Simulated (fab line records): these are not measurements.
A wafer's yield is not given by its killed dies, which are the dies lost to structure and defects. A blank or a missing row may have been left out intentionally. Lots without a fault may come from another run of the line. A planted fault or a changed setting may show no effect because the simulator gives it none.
Comparing a struck lot with a sound one	flow n5 finfet	37 steps out of a route of 1938
Sound: these wafers, L225.1, L225.3, L225.6. Struck: wafer L218.2 (L218.5, L218.6, from the same lot, were not struck and are left out); the cause is given at the end.
Per side, at each step with rows, come the tool, then ch with its chambers, and then its first start. Under that, the readings that differ: sound wafers	struck wafers	difference of the means	sigmas: that difference in standard deviations of wafers without a fault.
alike: readings whose means differ by less than 2 such deviations, and words and numbers that are the same on both sides. not compared: withheld readings, readings that some wafer has no value for, bounds like >300 that may hide the same value, and numbers for which the record gives no deviation and whose values overlap.
A row with sigmas, a row that says differs or no value, or rows on one side alone: a step with any of these is where the two part. Non-overlapping numbers with no deviation appear without sigmas and do not part them. A reading missing from all wafers of one side parts the sides only when that side holds two or more wafers.

first, 9 steps without rows for these wafers: N5_MOL_CONTACT_COAG_EXPOSE_05 (exposes mask CA, defocus 0 nm); N5_MOL_CONTACT_COAG_PEB_06 (peb time 60 s); N5_MOL_CONTACT_COAG_DEVELOP_07 (develop time 30 s); N5_MOL_CONTACT_COAG_DESCUM_13 (chemistry O2, time 7 s); N5_MOL_CONTACT_COAG_ETCH_59 (etches underlayer in N2/H2, target depth 13 nm, time 10.4 s); N5_MOL_CONTACT_COAG_ETCH_105 (etches SiARC in CF4, target depth 15.6 nm, time 26 s); N5_MOL_CONTACT_COAG_ETCH_106 (etches SOC in N2/H2, target depth 80 nm, overetch 16 nm, time 120 s); N5_MOL_CONTACT_COAG_STRIP_107 (strips in N2/H2); N5_MOL_CONTACT_COAG_STRIP_108 (strips in N2/H2).
N5_MOL_CONTACT_COAG_CONTACT_ETCH_14: etches SiO2 in C4F6/O2, target depth 27.5 nm, overetch 8.5 nm, time 20 s.
  sound on rie diel-06 ch 1,2, day 9 19:43; struck on rie diel-06 ch 1, day 6 17:49
  alike: drypump motor current A, oes product au, rf vpp V, showerhead plenum p Torr, throttle valve pct
  not compared: rf hours counter h, model.SOC_of_MOL_CONTACT_COAG_COAT_103.thk nm
then, 2 steps without rows for these wafers: N5_MOL_CONTACT_COAG_STRIP_109 (strips in C4F6/O2); N5_MOL_CONTACT_COAG_ETCH_15 (etches SiNx in CH3F/O2, stops on Si:P, target depth 7 nm).
N5_MOL_CONTACT_COAG_ETCH_110: etches Si in CF4/O2, target depth 2.5 nm, time 8 s.
  sound on rie diel-06 ch 1,2, day 9 19:49; struck on rie diel-06 ch 1, day 6 17:55
  alike: drypump motor current A, oes product au, rf vpp V, showerhead plenum p Torr, throttle valve pct
  not compared: rf hours counter h, model.SOC_of_MOL_CONTACT_COAG_COAT_103.thk nm
then, 22 steps without rows for these wafers: N5_MOL_CONTACT_COAG_STRIP_98 (strips in N2/H2); N5_MOL_CONTACT_COAG_IMPLANT_129; N5_MOL_CONTACT_COAG_PRECLEAN_111 (cleans in NF3:NH3, afs cycles 1, time 20 s, sublimation time 60 s); N5_MOL_CONTACT_COAG_TI_SIL_19 (material Ti, target thk 4.2 nm, time 15 s); N5_MOL_CONTACT_COAG_ALD_20 (deposits TiN, target thk 1.5 nm, pulse time 1 s, purge time 3 s); N5_MOL_CONTACT_COAG_SIL_ANNEAL_21 (time 60 s); N5_MOL_CONTACT_COAG_PRE_CLEAN_141 (time 60 s); N5_MOL_CONTACT_COAG_SPUTTER_143 (material Co, target thk 2.5 nm); N5_MOL_CONTACT_COAG_CO_FILL_22 (material Co, precursor CCTBA/H2, target thk 20 nm); N5_MOL_CONTACT_COAG_ANNEAL_113 (time 300 s); N5_MOL_CONTACT_COAG_PRE_CLEAN_142 (time 60 s); N5_MOL_CONTACT_COAG_SPUTTER_130 (material Co, target thk 47.5 nm); N5_MOL_CONTACT_COAG_PRECLEAN_125 (cleans in DIW, time 57.5 s); N5_MOL_CONTACT_COAG_SRD_126 (dry time 32 s); N5_MOL_CONTACT_COAG_CMP_23 (polishes, stops on SiO2, t overpolish 1.5 s, target thk 0 nm); N5_MOL_CONTACT_COAG_WET_ETCH_26 (target Co, target depth 13 nm); N5_MOL_CONTACT_COAG_WET_ETCH_116 (etches the open film in SC1-inhibited, target depth 4.6 nm, rinse time 30 s); N5_MOL_CONTACT_COAG_ALD_27 (deposits SiOC, target thk 17 nm, pulse time 1.5 s, time 2720 s); N5_MOL_CONTACT_COAG_CMP_28 (polishes, stops on SiNx, t overpolish 0.85 s, target thk 14.522 nm); N5_MOL_CONTACT_COAG_ALD_123 (deposits SiNx, target thk 5 nm, pulse time 1 s, purge time 2 s); N5_MOL_CONTACT_COAG_PECVD_31 (deposits SiO2 from TEOS/O2, target thk 46 nm, time 8.9 s); N5_MOL_CONTACT_COAG_COAT_75 (time 60 s, resist thk 60 nm).
-- record jumps: 5 days separate the struck wafers' starts on either side; left off in module MOL_CONTACT_COAG, taken up again in module BEOL_M4, whose first shown step is the route's number 1111 --
N5_BEOL_M4_RC_MEAS_101:
  sound on prober-02 ch 0, day 14 00:18; struck on prober-02 ch 0, day 11 17:29
reading	sound	struck	difference	sigmas
RC_DENSE_N (ohm.um)	19.0 18.9 19.1	36.4	+17.4	+56
RC_DENSE_P (ohm.um)	23.7 23.7 24.0	45.6	+21.8	+53
RC_N (ohm.um)	15.51 15.28 15.55	29.42	+13.97	+54
RC_P (ohm.um)	19.4 19.2 19.5	37.3	+17.9	+60
REXT_N (ohm.um)	76.1 75.5 76.9	89.7	+13.5	+8
REXT_P (ohm.um)	102.0 100.8 101.7	120.2	+18.7	+9
  alike: DIBL_N, DIBL_P, IOFF_N, IOFF_P, ION_N, ION_P, SS_N, SS_P, VT_N, VT_P
-- here the record skips 4 days between the struck wafers' starts before and after, leaving off in module BEOL_M4 and picking up in module PASSIVATION (first step shown: number 1936 of the route) --
N5_PASSIVATION_PROBE_49:
  rows exist in the record for the struck wafers here (prober-01, day 16 00:57), but not for the sound ones

== WHERE THEY PART ==
Earliest at N5_BEOL_M4_RC_MEAS_101; latest, in this record, at N5_PASSIVATION_PROBE_49.

WHY: the cause the simulator had injected
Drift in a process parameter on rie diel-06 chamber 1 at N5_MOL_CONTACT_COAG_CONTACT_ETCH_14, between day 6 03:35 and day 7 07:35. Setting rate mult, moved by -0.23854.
